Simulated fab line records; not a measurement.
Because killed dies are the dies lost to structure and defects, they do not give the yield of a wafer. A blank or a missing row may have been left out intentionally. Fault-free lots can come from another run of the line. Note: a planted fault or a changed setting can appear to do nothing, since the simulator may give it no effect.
Which of the tools did it? / flow nandHarc / Sampling: 7 lots, 21 wafers, 4 of 1302 route steps

## WHAT THE GAUGES READ, wafer by wafer
NHARC_END_SORT_01.
lot=L796; measured=day 24 20:38; on=prober-01; killedAtArray=67 65 60
lot=L803; measured=day 27 15:47; on=prober-01; killedAtArray=54 59 48
lot=L805; measured=day 28 01:10; on=prober-01; killedAtArray=121 163 155
lot=L811; measured=day 31 15:49; on=prober-02; killedAtArray=75 80 69
lot=L813; measured=day 32 00:27; on=prober-02; killedAtArray=30 32 37
lot=L817; measured=day 33 03:59; on=prober-01; killedAtArray=45 45 50
lot=L818; measured=day 34 11:44; on=prober-02; killedAtArray=70 73 84

## WHAT TOOL EACH LOT RAN ON (gives the tool, then ch and the chambers of the sampled wafers, and finally the start)
lot=L796; NHARC_A_BONDPAD_DEP_00=pecvd-04 ch 0,1,2, day 23 14:11; NHARC_THIN_TSV_DEGAS_49=pvdSputter-02, day 24 09:43; NHARC_THIN_TSV_PRE_CLEAN_50=pvdSputter-02, day 24 20:38 or earlier
lot=L803; NHARC_A_BONDPAD_DEP_00=pecvd-04 ch 0,2, day 26 06:15; NHARC_THIN_TSV_DEGAS_49=pvdSputter-02, day 27 01:34; NHARC_THIN_TSV_PRE_CLEAN_50=pvdSputter-02, day 27 15:47 or earlier
lot=L805; NHARC_A_BONDPAD_DEP_00=pecvd-04 ch 0,1,2, day 26 19:04; NHARC_THIN_TSV_DEGAS_49=pvdSputter-01, day 27 13:38; NHARC_THIN_TSV_PRE_CLEAN_50=pvdSputter-01, day 28 01:10 or earlier
lot=L811; NHARC_A_BONDPAD_DEP_00=pecvd-04 ch 0,2, day 30 05:26; NHARC_THIN_TSV_DEGAS_49=pvdSputter-01, day 31 01:43; NHARC_THIN_TSV_PRE_CLEAN_50=pvdSputter-01, day 31 15:49 or earlier
lot=L813; NHARC_A_BONDPAD_DEP_00=pecvd-02 ch 0,1, day 30 12:34; NHARC_THIN_TSV_DEGAS_49=pvdSputter-03, day 31 08:06; NHARC_THIN_TSV_PRE_CLEAN_50=pvdSputter-03, day 32 00:27 or earlier
lot=L817; NHARC_A_BONDPAD_DEP_00=pecvd-04 ch 0,2, day 31 20:58; NHARC_THIN_TSV_DEGAS_49=pvdSputter-02, day 32 15:58; NHARC_THIN_TSV_PRE_CLEAN_50=pvdSputter-02, day 33 03:59 or earlier
lot=L818; NHARC_A_BONDPAD_DEP_00=pecvd-03 ch 1,2, day 33 03:08; NHARC_THIN_TSV_DEGAS_49=pvdSputter-01, day 33 23:28; NHARC_THIN_TSV_PRE_CLEAN_50=pvdSputter-01, day 34 11:44 or earlier
- NHARC_A_BONDPAD_DEP_00: deposits SiCN, target thk 250 nm.
- NHARC_THIN_TSV_DEGAS_49: time 120 s.
- NHARC_THIN_TSV_PRE_CLEAN_50: time 30 s.

## THE ANSWER, worked out from the rows above alone
Rule: usual is defined by the lots themselves. Put in order of their means at a reading, lots are off if they are a third of the lots or fewer, leave a main group of 4 or more, and stand apart from it by a gap of 3 or more times the standard deviation of the main group's means; of several such gaps the widest counts. Not used: any main group whose means are identical at the precision the tables above print for the reading. Also off: a lot with no number at a reading for which 4 or more lots have one. All remaining lots with rows at the step are treated as sound.
Off, at NHARC_END_SORT_01 on killedAtArray: L805. The main group: mean 58, standard deviation 15.
A tool fits if, at a process step before that reading, it ran every lot that is off, and no sound lot after the first of them. The gauges at NHARC_END_SORT_01 are tried like those tools. NHARC_THIN_TSV_PRE_CLEAN_50 gives no start for some lots, so the hours and the order of its lots are those of NHARC_END_SORT_01. Not one of the candidates tried fits.

## WHAT HAD BEEN PUT IN BY THE SIMULATOR
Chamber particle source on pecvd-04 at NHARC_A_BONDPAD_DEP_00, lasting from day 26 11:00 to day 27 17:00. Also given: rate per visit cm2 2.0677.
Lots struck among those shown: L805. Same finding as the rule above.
